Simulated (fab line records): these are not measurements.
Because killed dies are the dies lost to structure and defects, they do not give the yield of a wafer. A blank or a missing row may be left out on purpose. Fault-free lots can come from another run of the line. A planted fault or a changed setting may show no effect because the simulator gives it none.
Split-lot trial | flow n5 finfet | 7 lots, 39 wafers read, on a route of 1938 steps

THE SPLIT ITSELF
At N5_FIN_SAQP_HM_DEP_72 (deposits SiO2 from SiH4/N2O, target thk 12 nm, time 7.2 s), the setting time s was moved away from the recipe's 7.2 s on 18 of the 39 wafers read, by -13.2% to +15.0%. This setting was run at the recipe's value on the other wafers.

FROM THE SPLIT TO THE READING: what the file shows between them, 4 steps
- N5_FIN_SAQP_COAT_49: time 60 s, resist thk 100 nm
- N5_FIN_SAQP_COAT_50: time 60 s, resist thk 35 nm
- N5_FIN_SAQP_ETCH_52: etches SOC in N2/H2, target depth 100 nm, overetch 20 nm, time 150 s
- N5_FIN_SAQP_STRIP_53: strips in N2/H2

THE READING
etch.depth nm (the simulator's own value, which no gauge read), in nm, at N5_FIN_SAQP_HM_OPEN_73 (chemistry CHF3/O2, target SiO2, stops on a-Si, target depth 12 nm, time 16.8 s). No usual value for it is given in the file. Average 12.04 nm, standard deviation 0.16 nm, over the 21 wafers here run with the recipe.

wafer  | tool, chamber at the split | time s as run, s | against the recipe | etch.depth nm, nm | against lot-mates on the recipe
L083.1 | pecvd-02, 0                | 7.2              | recipe             | 12.07             | -
L083.2 | pecvd-02, 1                | 7.508            | +4.3%              | 12.49             | +0.37
L083.3 | pecvd-02, 2                | 7.2              | recipe             | 11.99             | -
L083.4 | pecvd-02, 1                | 7.508            | +4.3%              | 12.69             | +0.57
L083.5 | pecvd-02, 0                | 7.508            | +4.3%              | 12.72             | +0.60
L083.6 | pecvd-02, 2                | 7.2              | recipe             | 12.29             | -
L085.1 | pecvd-01, 0                | 6.734            | -6.5%              | 11.08             | -0.88
L085.2 | pecvd-01, 2                | 6.734            | -6.5%              | 10.89             | -1.07
L085.3 | pecvd-01, 1                | 7.2              | recipe             | 11.74             | -
L085.4 | pecvd-01, 2                | 7.2              | recipe             | 12.08             | -
L085.5 | pecvd-01, 1                | 7.2              | recipe             | 12.07             | -
L085.6 | pecvd-01, 0                | 6.734            | -6.5%              | 11.35             | -0.61
L088.1 | pecvd-02, 1                | 7.853            | +9.1%              | 12.92             | +0.98
L088.2 | pecvd-02, 2                | 7.2              | recipe             | 11.8              | -
L088.3 | pecvd-02, 0                | 7.2              | recipe             | 11.99             | -
L088.4 | pecvd-02, 1                | 7.853            | +9.1%              | 13.1              | +1.16
L088.5 | pecvd-02, 2                | 7.2              | recipe             | 12.02             | -
L088.6 | pecvd-02, 0                | 7.853            | +9.1%              | 13.35             | +1.41
L090.1 | pecvd-04, 2                | 8.144            | +13.1%             | 13.7              | +1.66
L090.2 | pecvd-04, 0                | 7.2              | recipe             | 11.78             | -
L090.3 | pecvd-04, 1                | 8.144            | +13.1%             | 13.44             | +1.40
L090.4 | pecvd-04, 0                | 8.144            | +13.1%             | 13.66             | +1.62
L090.5 | pecvd-04, 1                | 7.2              | recipe             | 12.18             | -
L090.6 | pecvd-04, 2                | 7.2              | recipe             | 12.16             | -
L091.1 | pecvd-04, 1                | 7.2              | recipe             | 12.02             | -
L091.4 | pecvd-04, 2                | 7.2              | recipe             | 12.31             | -
L091.5 | pecvd-04, 0                | 7.2              | recipe             | 12.28             | -
L092.1 | pecvd-04, 1                | 7.2              | recipe             | 12                | -
L092.2 | pecvd-04, 2                | 7.2              | recipe             | 12.09             | -
L092.3 | pecvd-04, 0                | 7.2              | recipe             | 11.84             | -
L092.4 | pecvd-04, 2                | 8.283            | +15.0%             | 14.06             | +2.08
L092.5 | pecvd-04, 1                | 8.283            | +15.0%             | 14.01             | +2.03
L092.6 | pecvd-04, 0                | 8.283            | +15.0%             | 13.83             | +1.85
L096.1 | pecvd-01, 1                | 6.249            | -13.2%             | 10.27             | -1.77
L096.2 | pecvd-01, 0                | 7.2              | recipe             | 11.87             | -
L096.3 | pecvd-01, 2                | 6.249            | -13.2%             | 10.39             | -1.65
L096.4 | pecvd-01, 0                | 7.2              | recipe             | 12.22             | -
L096.5 | pecvd-01, 1                | 6.249            | -13.2%             | 10.45             | -1.59
L096.6 | pecvd-01, 2                | 7.2              | recipe             | 12.03             | -

THE FIT
A straight line over all 39 wafers: etch.depth nm changes by +0.126 nm for each +1% of time s; r = +0.99; the points scatter about the line by 0.16 nm.
The same after taking each lot's own level away (the mean of its wafers on the recipe; 39 wafers): +0.127 nm for each +1%; r = +0.99; scatter 0.14 nm.
Per that fit: largest time s move, reading shift of 1.9 nm.
The lots' own levels span 11.937 to 12.203 nm, that is 1.6 times the standard deviation above.
The two slopes are in agreement: the lot-to-lot level therefore moves the slope only a little.
Check: for one of the wafers moved furthest among these (+15.0%), held out of the fit, the line's prediction against its lot-mates is +1.89 nm. It came out at +2.08 nm against them.

THE WHOLE CHAIN: every reading that the file lists as answering this split, in the file's order
step                   | what it does                                                                   | reading                                                                            | change (the file's fit)               | r (the file's)
N5_FIN_SAQP_HM_DEP_72  | deposits SiO2 from SiH4/N2O, target thk 12 nm, time 7.2 s                      | SiO2_of_FIN_SAQP_HM_DEP_72.thk nm (the simulator's own value, which no gauge read) | +0.127 nm for each +1% of the setting | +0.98
N5_FIN_SAQP_HM_OPEN_73 | chemistry CHF3/O2, target SiO2, stops on a-Si, target depth 12 nm, time 16.8 s | etch.depth nm (the simulator's own value, which no gauge read)                     | +0.127 nm for each +1% of the setting | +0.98

THE FILE'S OWN FIT
etch.depth nm changes by +0.127 nm for each +1% of time s, r = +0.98.
